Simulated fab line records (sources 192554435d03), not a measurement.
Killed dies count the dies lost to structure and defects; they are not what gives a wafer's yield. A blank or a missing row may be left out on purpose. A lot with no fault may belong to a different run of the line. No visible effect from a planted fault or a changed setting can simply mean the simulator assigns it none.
Chamber matching    flow n5_finfet    N5_BEOL_M12_ETCH_67 on rie_diel-04 has 4 sister chambers
The step etches SiARC in CF4, target depth 143 nm, time 238.3 s. 20 wafers are shown with their chamber, then 10 later ones without.

## EACH WAFER AND ITS CHAMBER
wafer   chamber  showerhead_plenum_p_Torr (Torr)  throttle_valve_pct (%)  drypump_motor_current_A (A)
L078.1  0        2.12                             15.92                   6.1
L078.3  3        2.19                             15.69                   5.9
L078.6  3        2.19                             15.67                   5.9
L079.1  2        2.11                             15.12                   6.0
L079.3  0        2.12                             15.91                   6.1
L079.5  3        2.19                             15.68                   5.9
L084.1  0        2.11                             15.95                   6.0
L084.3  1        2.16                             15.72                   6.0
L084.6  0        2.11                             15.95                   6.0
L087.2  0        2.11                             15.97                   6.0
L087.4  2        2.10                             15.16                   6.1
L087.6  1        2.16                             15.74                   6.0
L090.1  2        2.10                             15.18                   6.1
L090.3  1        2.15                             15.74                   6.0
L090.5  2        2.10                             15.17                   6.1
L091.2  2        2.09                             15.22                   6.1
L091.3  3        2.18                             15.25                   5.9
L091.4  0        2.11                             16.01                   6.1
L092.1  1        2.15                             15.79                   6.0
L092.2  3        2.18                             15.25                   5.9

SIGNATURES, as means of the wafers listed above
reading                   chamber 0  chamber 1  chamber 2  chamber 3  scatter within a chamber
showerhead_plenum_p_Torr  2.1133     2.1550     2.1000     2.1860     0.00588
throttle_valve_pct        15.9517    15.7475    15.1700    15.5080    0.122
drypump_motor_current_A   6.050      6.000      6.080      5.900      0.0379
Rule: a wafer lies at a distance from a chamber equal to the root of the sum of squares, over the readings, of (its reading less the chamber's mean, divided by the reading's scatter). If the next closest chamber is less than 2 further off than the closest, the wafer can't be placed; otherwise it belongs to the closest. The scatter: the root of (the sum of the squares of (reading less its chamber's mean) over the shown wafers, divided by (wafers less chambers)).

## WAFERS WITHOUT THEIR CHAMBER
wafer   showerhead_plenum_p_Torr (Torr)  throttle_valve_pct (%)  drypump_motor_current_A (A)
L092.5  2.11                             16.02                   6.1
L095.1  2.10                             16.02                   6.1
L095.3  2.15                             15.79                   6.0
L095.4  2.15                             15.78                   6.0
L096.1  2.15                             15.79                   6.0
L096.2  2.10                             16.01                   6.1
L096.3  2.09                             15.22                   6.1
L097.1  2.10                             16.04                   6.1
L097.4  2.14                             15.80                   6.0
L097.5  2.09                             15.24                   6.0

## WHICH CHAMBER EACH ONE RAN IN
wafer   from the rows above  in truth
L092.5  0                    0
L095.1  0                    0
L095.3  1                    1
L095.4  1                    1
L096.1  1                    1
L096.2  0                    0
L096.3  2                    2
L097.1  0                    0
L097.4  1                    1
L097.5  2                    2
10 of 10 placed correctly. Not placeable from these rows: 0. 0 placed wrongly.
